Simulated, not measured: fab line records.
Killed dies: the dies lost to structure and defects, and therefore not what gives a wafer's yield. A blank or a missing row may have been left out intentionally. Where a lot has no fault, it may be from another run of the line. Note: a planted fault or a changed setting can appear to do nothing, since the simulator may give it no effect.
Which of the tools did it?    flow n5_finfet    36 wafers sampled from 12 lots at 1 step of a route of 1938

WHAT EACH GAUGE READ, for each wafer
N5_BEOL_M12_OCD_MEAS_35.
lot   measured      on      trench_depth_nm (nm)
L074  day 11 19:01  ocd-01  315 321 315
L077  day 11 21:52  ocd-01  327 327 315
L078  day 12 14:37  ocd-01  319 318 319
L080  day 13 01:17  ocd-02  320 315 319
L083  day 13 18:15  ocd-02  323 324 326
L085  day 14 07:56  ocd-02  320 320 319
L089  day 14 18:22  ocd-01  318 319 319
L087  day 14 20:29  ocd-02  318 315 320
L090  day 15 03:32  ocd-02  319 317 317
L093  day 15 09:28  ocd-02  324 320 324
L095  day 16 18:25  ocd-01  323 321 321
L096  day 17 04:07  ocd-02  314 314 316

EACH LOT AND THE TOOL THAT RAN IT (in order: tool; ch and the chambers of the sampled wafers; start)
The record shows no process step preceding these readings.

THE ANSWER, worked out from the rows above alone
Rule: the usual values come from the lots themselves. Put in order of their means at a reading, lots are off if they are a third of the lots or fewer, leave a main group of 4 or more, and stand apart from it by a gap of 3 or more times the standard deviation of the main group's means; of several such gaps the widest counts. The tables above print the reading to a certain number of digits; a main group whose means all agree to those digits is not used. A lot without any number at a reading at which 4 lots or more have one is off too. All remaining lots with rows at the step are treated as sound.
None of the lots is off at any reading shown; this tells nothing.

WHAT HAD BEEN PUT IN BY THE SIMULATOR
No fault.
